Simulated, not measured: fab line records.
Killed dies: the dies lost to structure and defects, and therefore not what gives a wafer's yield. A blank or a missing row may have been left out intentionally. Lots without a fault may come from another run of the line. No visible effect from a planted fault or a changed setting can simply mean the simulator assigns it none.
8D (eight disciplines) problem report, filled in by code    flow n5 finfet    the parts of the form that need people (team, actions taken, sign-off) are left out

## 1. THE ISSUE
Across 2 wafers from 2 lots, M8_ILD_THK at N5_BEOL_M8_THK_MEAS_01 averages 236.1 nm, while fault-free wafers read 155.3 nm with a standard deviation of 2. That is +40 standard deviations from the usual mean.
Earliest sighting: wafer L734.5 on film metro-02 at day 11 15:12. At this step, 28 wafers from 10 lots have a number in the record. The rule behind "out" and "out of limits": a value lying over 4 standard deviations away from the usual mean. Any other wafer with a number is counted as sound.

## 2. WHAT IT IS, WHAT IT ISN'T
question                     is                 is not
which readings at this step  M8_ILD_THK         -
which lots                   L734, L736         L728, L732, L733, L737, L740, L741, L746, L747
which wafers of those lots   L734.5, L736.4     L734.1, L734.4, L736.3, L736.5
read on which gauges         film metro-02      film metro-01
when                         from day 11 15:12  up to then (11 sound wafers); but 15 sound wafers of L736, L737, L740, L741, L746, L747 came after

## 3. WHAT RULES OUT EACH SUSPECT
Counting: any tool at a process step up to the reading remains a suspect provided it ran every lot that is out. Sound lots after the first of them don't rule it out here, since some wafers of a struck lot are sound.
- the gauge at N5_BEOL_M8_THK_MEAS_01 is ruled out. All the wafers that are out were read on film metro-02, but those of them that N5_PASSIVATION_PROBE_49 has rows for are out there too, on other tools.
- rie diel-05 at N5_BEOL_M7_ETCH_41 (etches SiCN in CH3F/O2, target depth 31.9 nm, time 57.8 s): kept. It ran every lot that is out, first L734 (day 11 11:19); its last sound lot up to then is L733 (day 11 03:48). Because N5_BEOL_M7_ETCH_41 lacks a start for some lots, the hours and order of its lots are taken from N5_BEOL_M7_CD_MEAS_35.
- rtp anneal-02 at N5_BEOL_M7_ANNEAL_51 (time 90 s): kept. It ran every lot that is out, first L734 (day 11 13:50).
- pecvd-04 at N5_BEOL_M8_ILD_DEP_00 (deposits SiCOH lowk from DEMS/porogen, target thk 179.75 nm, time 33.4 s): kept. It ran every lot that is out, first L734 (day 11 14:37); its last sound lot up to then is L732 (day 11 13:38).
- In pecvd-04 at N5_BEOL_M8_ILD_DEP_00, the wafers that are out were processed in chamber 1 and their sound lot-mates in chambers 0, 2.
Still standing after the count: rie diel-05 at N5_BEOL_M7_ETCH_41, rtp anneal-02 at N5_BEOL_M7_ANNEAL_51, pecvd-04 at N5_BEOL_M8_ILD_DEP_00.

## 4. THE CAUSE (what the simulator had put in)
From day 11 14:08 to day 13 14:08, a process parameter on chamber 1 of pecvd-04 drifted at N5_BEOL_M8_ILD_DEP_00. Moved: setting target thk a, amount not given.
3 suspects survive the count, and this tool is in that group.

## 5. THE CHAIN OF EFFECTS, in route order
Each row: a reading whose mean over the struck wafers that have a number lies more than 3 standard deviations from the usual. Scope: only readings with a usual standard deviation given in the record; hours: median across lots of the time from each lot's start at the first step in this table that gives one to its start at this step; sigmas: change in usual standard deviations.
hours  step                     reading               usual     on struck wafers  change  sigmas
0      N5_BEOL_M8_THK_MEAS_01   M8_ILD_THK            155.3 nm  236.1             +80.8   +40
72     N5_PASSIVATION_PROBE_49  defect limited yield  91.1 %    0.0               -91.1   -65
72     N5_PASSIVATION_PROBE_49  killed_at_M4_up       13        1110              +1098   +99 or more
72     N5_PASSIVATION_PROBE_49  killed dies           105       1180              +1075   +63
72     N5_PASSIVATION_PROBE_49  killed on rim         15        152               +137    +35
72     N5_PASSIVATION_PROBE_49  sort_bin_5_function   5.3 %     97.2              +92.0   +92
72     N5_PASSIVATION_PROBE_49  sort n pass           1075      0                 -1075   -63
72     N5_PASSIVATION_PROBE_49  sort yield pct        91.1 %    0.0               -91.1   -65
The process steps in it:
- N5_PASSIVATION_PROBE_49

## 6. WHAT WOULD HAVE CAUGHT IT SOONER
In this record the first reading out of limits at a measuring or inspecting step was taken at day 11 15:12, 1 hour after the fault began at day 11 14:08.
An alarm limit of 4 standard deviations would not have fired on the tool readings at N5_BEOL_M8_ILD_DEP_00 for which the record gives a usual standard deviation, since none of them was out on any struck wafer.
Of the lots that are out (2), L736 began N5_BEOL_M8_ILD_DEP_00 on pecvd-04 after day 11 15:12. Had the tool been put on hold then, it would have been spared.
